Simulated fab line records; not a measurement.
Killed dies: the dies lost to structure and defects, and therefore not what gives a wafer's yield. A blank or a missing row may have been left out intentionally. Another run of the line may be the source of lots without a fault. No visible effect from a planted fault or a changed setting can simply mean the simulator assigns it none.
Which tool is to blame? ; flow n5Finfet ; 11 lots, 33 wafers sampled, at 5 steps of a route of 1938

## WHAT THE GAUGES READ, wafer by wafer
N5_BEOL_M13_RS_MEAS_54: measurement is done with a four-point probe.
lot;measured;on;M13_RS (ohm/sq)
L975;day 12 03:49;filmMetro-02;0.0448 0.0453 0.0452
L976;day 12 20:01;filmMetro-01;0.0456 0.0451 0.0454
L980;day 12 21:01;filmMetro-02;0.0463 0.0471 0.0457
L977;day 12 22:07;filmMetro-01;0.0454 0.0452 0.0453
L986;day 14 11:23;filmMetro-01;0.0445 0.0445 0.0436
L988;day 14 19:09;filmMetro-01;0.0456 0.0456 0.0456
L985;day 14 19:32;filmMetro-01;0.0455 0.0446 0.0459
L990;day 14 21:42;filmMetro-01;0.0451 0.0452 0.0449
L992;day 15 10:14;filmMetro-01;0.0456 0.0456 0.0460
L993;day 16 05:50;filmMetro-02;0.0455 0.0461 0.0450
L996;day 17 07:42;filmMetro-01;0.0450 0.0446 0.0453

N5_BEOL_M14_CD_MEAS_10: target cd 250 nm.
lot;measured;on;cdNm (nm)
L975;day 12 04:23;cdSem-02;249.0 248.5 250.1
L976;day 12 20:41;cdSem-01;239.8 242.4 240.6
L980;day 12 21:34;cdSem-01;239.8 242.9 240.2
L977;day 12 22:40;cdSem-03;252.3 248.3 248.9
L986;day 14 12:04;cdSem-03;251.5 252.5 251.0
L988;day 14 19:55;cdSem-02;250.8 250.4 251.9
L985;day 14 20:11;cdSem-01;250.3 251.5 251.4
L990;day 14 22:16;cdSem-03;250.7 250.5 249.5
L992;day 15 10:48;cdSem-02;250.8 252.2 250.6
L993;day 16 06:24;cdSem-03;252.4 250.9 249.5
L996;day 17 08:16;cdSem-02;252.8 252.4 251.1

N5_BEOL_M14_OVL_MEAS_11.
lot;measured;on;V13_OVL (nm)
L975;day 12 04:25;overlay-02;-9 3 -7
L976;day 12 20:43;overlay-01;-6 -5 -1
L980;day 12 21:36;overlay-02;3 8 3
L977;day 12 22:43;overlay-01;-7 -1 7
L986;day 14 12:06;overlay-01;7 3 5
L988;day 14 19:56;overlay-01;-1 0 -1
L985;day 14 20:13;overlay-01;-3 1 0
L990;day 14 22:17;overlay-01;-3 1 0
L992;day 15 10:50;overlay-02;-11 -2 -7
L993;day 16 06:26;overlay-01;-9 -9 -7
L996;day 17 08:17;overlay-02;-4 -6 -3

## TOOL THAT RAN EACH LOT (tool first, then ch and the chambers of the sampled wafers, then the start)
lot;N5_BEOL_M13_ANNEAL_48;N5_BEOL_M14_PEB_08
L975;rtpAnneal-01 ch 0, day 12 03:09;lithoTrack-04 ch 0, day 12 04:16
L976;rtpAnneal-01 ch 0, day 12 19:19;lithoTrack-01 ch 0, day 12 20:35
L980;rtpAnneal-02 ch 0, day 12 20:17;lithoTrack-01 ch 0, day 12 21:27
L977;rtpAnneal-02 ch 0, day 12 21:23;lithoTrack-04 ch 0, day 12 22:34
L986;rtpAnneal-02 ch 0, day 14 10:47;lithoTrack-04 ch 0, day 14 11:57
L988;rtpAnneal-01 ch 0, day 14 18:23;lithoTrack-03 ch 0, day 14 19:48
L985;rtpAnneal-01 ch 0, day 14 18:49;lithoTrack-04 ch 0, day 14 20:04
L990;rtpAnneal-02 ch 0, day 14 21:02;lithoTrack-03 ch 0, day 14 22:09
L992;rtpAnneal-01 ch 0, day 15 09:37;lithoTrack-03 ch 0, day 15 10:41
L993;rtpAnneal-01 ch 0, day 16 05:07;lithoTrack-03 ch 0, day 16 06:17
L996;rtpAnneal-02 ch 0, day 17 07:02;lithoTrack-01 ch 0, day 17 08:08
- N5_BEOL_M13_ANNEAL_48: time 90 s.
- N5_BEOL_M14_PEB_08: peb time 90 s.

## AS READ BY THE TOOLS THEMSELVES (means over the sampled wafers that have a number; for cases with no such wafer, the mark the record gives instead)
N5_BEOL_M13_ANNEAL_48.
lot;tool;wafer_temp_C_max
L975;rtpAnneal-01;225.59
L976;rtpAnneal-01;225.97
L980;rtpAnneal-02;225.86
L977;rtpAnneal-02;225.74
L986;rtpAnneal-02;225.85
L988;rtpAnneal-01;226.00
L985;rtpAnneal-01;225.77
L990;rtpAnneal-02;226.17
L992;rtpAnneal-01;225.61
L993;rtpAnneal-01;225.86
L996;rtpAnneal-02;226.02

N5_BEOL_M14_PEB_08.
lot;tool;heaterPowerTotalW (W);plateTempC (C);resistLineTempC (C)
L975;lithoTrack-04;172.7;130.01;23.06
L976;lithoTrack-01;169.2;127.64;23.01
L980;lithoTrack-01;169.1;127.91;23.11
L977;lithoTrack-04;172.7;130.22;22.86
L986;lithoTrack-04;172.6;130.00;23.05
L988;lithoTrack-03;172.8;129.71;23.04
L985;lithoTrack-04;172.8;129.96;23.12
L990;lithoTrack-03;172.9;130.03;22.97
L992;lithoTrack-03;172.4;129.87;22.99
L993;lithoTrack-03;172.0;129.84;22.84
L996;lithoTrack-01;172.8;130.09;23.04

## THE ANSWER, worked out from the rows above alone
Rule: the usual values come from the lots themselves. Put in order of their means at a reading, lots are off if they are a third of the lots or fewer, leave a main group of 4 or more, and stand apart from it by a gap of 3 or more times the standard deviation of the main group's means; of several such gaps the widest counts. A main group is skipped when, at the precision printed for the reading in the tables above, its means are all equal. Also off: a lot with no number at a reading for which 4 or more lots have one. All remaining lots with rows at the step are treated as sound. After the gauges, taken in route order, come the tools' own readings; for these a lot's mean is taken, as printed above. The first step at which some lot is off is used, and at that step the reading that is off furthest; a lot without a number counts as furthest.
Off at N5_BEOL_M14_CD_MEAS_10 (cdNm): L976, L980. Mean 250.8 nm and standard deviation 0.85 in the main group.
A tool fits if, at a process step before that reading, it ran every lot that is off, and no sound lot after the first of them. Not tried: the gauges at N5_BEOL_M14_CD_MEAS_10; whatever is off there is also off at N5_BEOL_M14_PEB_08, on other tools, and gauge error can't account for it. None of those tried fits.

## WHAT THE SIMULATOR PUT IN
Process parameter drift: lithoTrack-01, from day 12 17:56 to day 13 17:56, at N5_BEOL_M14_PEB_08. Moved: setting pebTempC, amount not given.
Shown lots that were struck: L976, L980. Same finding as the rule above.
